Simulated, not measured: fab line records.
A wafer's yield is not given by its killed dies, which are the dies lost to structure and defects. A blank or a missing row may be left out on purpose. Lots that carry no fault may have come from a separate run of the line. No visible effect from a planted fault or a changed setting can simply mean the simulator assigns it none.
Lot-split experiment + flow n5_finfet + route with 1938 steps; 7 lots, 21 wafers read

## ON THE SPLIT
At N5_BEOL_M4_ILD_DEP_00 (deposits SiOC from DEMS/O2, target thk 79 nm, time 15.3 s), the setting time_s was moved away from the recipe's 15.3 s on 8 of the 21 wafers read, by -10.7% to +7.5%. This setting was run at the recipe's value on the other wafers.

Between the split and the reading, the file records no step.

## THE READING
At N5_BEOL_M4_THK_MEAS_01: M4_ILD_THK, given in nm. A value of 79.3 nm with a standard deviation of 0.9 nm is what fault-free wafers of this fab line usually give.

| wafer  | tool, chamber at the split | time_s as run, s | against the recipe | M4_ILD_THK, nm | against lot-mates on the recipe |
|--------|----------------------------|------------------|--------------------|----------------|---------------------------------|
| L076.2 | pecvd-01, 0                | 16.44            | +7.5%              | 84.4           | +3.7                            |
| L076.4 | pecvd-01, 0                | 15.3             | recipe             | 80.7           | -                               |
| L076.5 | pecvd-01, 1                | 16.44            | +7.5%              | 84.7           | +4.0                            |
| L082.1 | pecvd-01, 0                | 15.3             | recipe             | 78.9           | -                               |
| L082.2 | pecvd-01, 1                | 13.67            | -10.7%             | 69.3           | -9.6                            |
| L082.3 | pecvd-01, 2                | 13.67            | -10.7%             | 70.8           | -8.1                            |
| L086.2 | pecvd-01, 2                | 15.3             | recipe             | 78.4           | -                               |
| L086.5 | pecvd-01, 2                | 15.3             | recipe             | 80.5           | -                               |
| L086.6 | pecvd-01, 0                | 15.3             | recipe             | 79.8           | -                               |
| L088.4 | pecvd-04, 0                | 15.3             | recipe             | 80.7           | -                               |
| L088.5 | pecvd-04, 1                | 15.3             | recipe             | 80.1           | -                               |
| L088.6 | pecvd-04, 2                | 15.3             | recipe             | 80.3           | -                               |
| L087.2 | pecvd-01, 0                | 15.3             | recipe             | 78.7           | -                               |
| L087.3 | pecvd-01, 2                | 15.3             | recipe             | 78.6           | -                               |
| L087.6 | pecvd-01, 0                | 15.3             | recipe             | 80.1           | -                               |
| L089.1 | pecvd-04, 0                | 14.29            | -6.6%              | 73.6           | -5.4                            |
| L089.5 | pecvd-04, 0                | 14.29            | -6.6%              | 74.5           | -4.5                            |
| L089.6 | pecvd-04, 1                | 15.3             | recipe             | 79.0           | -                               |
| L091.3 | pecvd-01, 0                | 14.42            | -5.8%              | 74.8           | -5.9                            |
| L091.4 | pecvd-01, 1                | 15.3             | recipe             | 80.7           | -                               |
| L091.5 | pecvd-01, 0                | 14.42            | -5.8%              | 76.9           | -3.8                            |

FIT RESULTS
A straight line over all 21 wafers: M4_ILD_THK changes by +0.797 nm for each +1% of time_s; r = +0.97; the points scatter about the line by 1 nm.
The same after taking each lot's own level away (the mean of its wafers on the recipe; 21 wafers): +0.726 nm for each +1%; r = +0.97; scatter 0.85 nm.
That fit puts the effect of the largest move of time_s on the reading at 7.7 nm.
From 78.90 to 80.70 nm: that is the span of the lots' own levels, equal to 2.0 times the standard deviation above.
Consequently the slope shifts little with the lot-to-lot level, the two slopes agreeing.
Check: for one of the wafers moved furthest among these (-10.7%), held out of the fit, the line's prediction against its lot-mates is -7.59 nm. It came out at -9.6 nm against them.

## THE OTHER SPLITS THESE WAFERS WENT THROUGH
These wafers also went through other splits before the reading. Each is held against what the fit with the lots' levels taken away leaves over:
| other split on the same wafers     | wafers away from the commonest value | r with M4_ILD_THK (lot level and that fit taken away) |
|------------------------------------|--------------------------------------|-------------------------------------------------------|
| N5_BEOL_M2_TRENCH_ETCH_37 source_w | 7                                    | -0.69                                                 |
| N5_BEOL_M3_COAT_22 spin_rpm        | 8                                    | +0.24                                                 |

## THE WHOLE CHAIN: every reading that the file lists as answering this split, in the file's order
| step                   | what it does                                              | reading                                                                            | change (the file's fit)               | r (the file's) |
|------------------------|-----------------------------------------------------------|------------------------------------------------------------------------------------|---------------------------------------|----------------|
| N5_BEOL_M4_ILD_DEP_00  | deposits SiOC from DEMS/O2, target thk 79 nm, time 15.3 s | SiOC_of_BEOL_M4_ILD_DEP_00.thk_nm (the simulator's own value, which no gauge read) | +0.748 nm for each +1% of the setting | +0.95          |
| N5_BEOL_M4_THK_MEAS_01 |                                                           | M4_ILD_THK                                                                         | +0.748 for each +1% of the setting    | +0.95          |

## FILE'S OWN FIT
M4_ILD_THK changes by +0.748 nm for each +1% of time_s, r = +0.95.
